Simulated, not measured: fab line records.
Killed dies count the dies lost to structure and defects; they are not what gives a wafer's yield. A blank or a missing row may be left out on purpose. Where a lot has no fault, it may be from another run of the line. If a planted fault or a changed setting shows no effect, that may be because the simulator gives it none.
Code-filled problem report in 8D (eight disciplines) form    flow n5Finfet    the parts of the form that need people (team, actions taken, sign-off) are left out

## 1. WHAT IS WRONG
N5_DUMMY_GATE_THK_MEAS_05, thkNm: mean 96.2 nm over 1 wafer from 1 lot; wafers with no fault: 71.6 nm, standard deviation 1. That is +25 standard deviations from the usual mean.
First seen on wafer L381.6, day 6 14:47, on filmMetro-02. The record holds 27 wafers of 9 lots with a number at this step. The rule behind "out" and "out of limits": a value lying over 4 standard deviations away from the usual mean. All remaining wafers that have a number are taken as sound.

## 2. WHAT THIS IS AND IS NOT
question                     is                is not
which readings at this step  thkNm             -
which lots                   L381              L367, L369, L370, L373, L376, L383, L387, L388
which wafers of those lots   L381.6            L381.1, L381.4
read on which gauges         filmMetro-02      filmMetro-01
when                         from day 6 14:47  up to then (17 sound wafers); but 9 sound wafers of L383, L387, L388 came after

## 3. SUSPECTS, AND WHAT RULES EACH OUT
Counting: any tool at a process step up to the reading remains a suspect provided it ran every lot that is out. Sound lots after the first of them don't rule it out here, since some wafers of a struck lot are sound.
- the gauge at N5_DUMMY_GATE_THK_MEAS_05: ruled out. All the wafers that are out were read on filmMetro-02, but those of them that N5_DUMMY_GATE_ETCH_44 has rows for are out there too, on other tools.
- rtpAnneal-01 at N5_STI_FIN_REVEAL_DENSIFY_30: kept. It processed L381, the lot that is out, at day 6 04:34, and its most recent sound lot before then was L376 at day 4 23:16.
- rieDiel-03 at N5_STI_FIN_REVEAL_ETCHBACK_08 (etches SiO2 in C4F6/O2, target depth 30.5 nm, time 10.167 s): kept. It processed L381, the lot that is out, at day 6 04:47, and its most recent sound lot before then was L376 at day 4 23:29.
- rieDiel-03 at N5_STI_FIN_REVEAL_STRIP_24 (strips in N2/H2, time 90 s): kept. It processed L381, the lot that is out, at day 6 04:49, and its most recent sound lot before then was L376 at day 4 23:31.
- cmp-04 at N5_DUMMY_GATE_CMP_04 (polishes a-Si): kept. It processed L381, the lot that is out, at day 6 14:32, and its most recent sound lot before then was L376 at day 5 06:35.
- rieDiel-03, N5_STI_FIN_REVEAL_ETCHBACK_08: wafers that are out in chamber 1, sound lot-mates in chambers 0, 2.
- rieDiel-03, N5_STI_FIN_REVEAL_STRIP_24: wafers that are out in chamber 1, sound lot-mates in chambers 0, 2.
- cmp-04, N5_DUMMY_GATE_CMP_04: wafers that are out in chamber 0, sound lot-mates in chambers 2, 3.
Left after counting: rtpAnneal-01 at N5_STI_FIN_REVEAL_DENSIFY_30, rieDiel-03 at N5_STI_FIN_REVEAL_ETCHBACK_08, rieDiel-03 at N5_STI_FIN_REVEAL_STRIP_24, cmp-04 at N5_DUMMY_GATE_CMP_04.

## 4. THE CAUSE (what the simulator had put in)
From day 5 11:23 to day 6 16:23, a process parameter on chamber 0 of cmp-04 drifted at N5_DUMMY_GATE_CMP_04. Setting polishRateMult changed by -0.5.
This tool is one of the 4 suspects left after counting.

## 5. SEQUENCE OF EFFECTS, ordered by route
Each row: a reading whose mean over the struck wafers that have a number lies more than 3 standard deviations from the usual. Readings are gone through only where the record gives a usual standard deviation; hours: the median, over the lots, of the time from a lot's start at the first step in this table giving one to that lot's start at this step; sigmas: the change measured in usual standard deviations.
hours  step                       reading       usual       on struck wafers  change  sigmas
0      N5_DUMMY_GATE_THK_MEAS_05  thkNm         71.6 nm     96.2              +24.6   +25
6      N5_DUMMY_GATE_ETCH_44      oesProductAu  0.727 a.u.  0.841             +0.114  +7.1
27     N5_SDB_THK_MEAS_31         SDB_THK       63.9 nm     88.5              +24.6   +25
It contains these process steps:
- N5_DUMMY_GATE_ETCH_44: etches poly-Si in HBr/O2, stops on SiO2, target depth 127.5 nm.
Readings that are blank on the struck wafers while sound wafers have them: padLifeWafers at N5_DUMMY_GATE_CMP_04.

## 6. HOW IT WOULD HAVE BEEN CAUGHT EARLIER
27 hours passed between the start of the fault at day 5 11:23 and the first reading out of limits at a measuring or inspecting step in this record, taken at day 6 14:47.
By day 6 14:47, every lot that is out (1) had started N5_DUMMY_GATE_CMP_04 on cmp-04. None of them would have been spared by holding the tool at that moment.
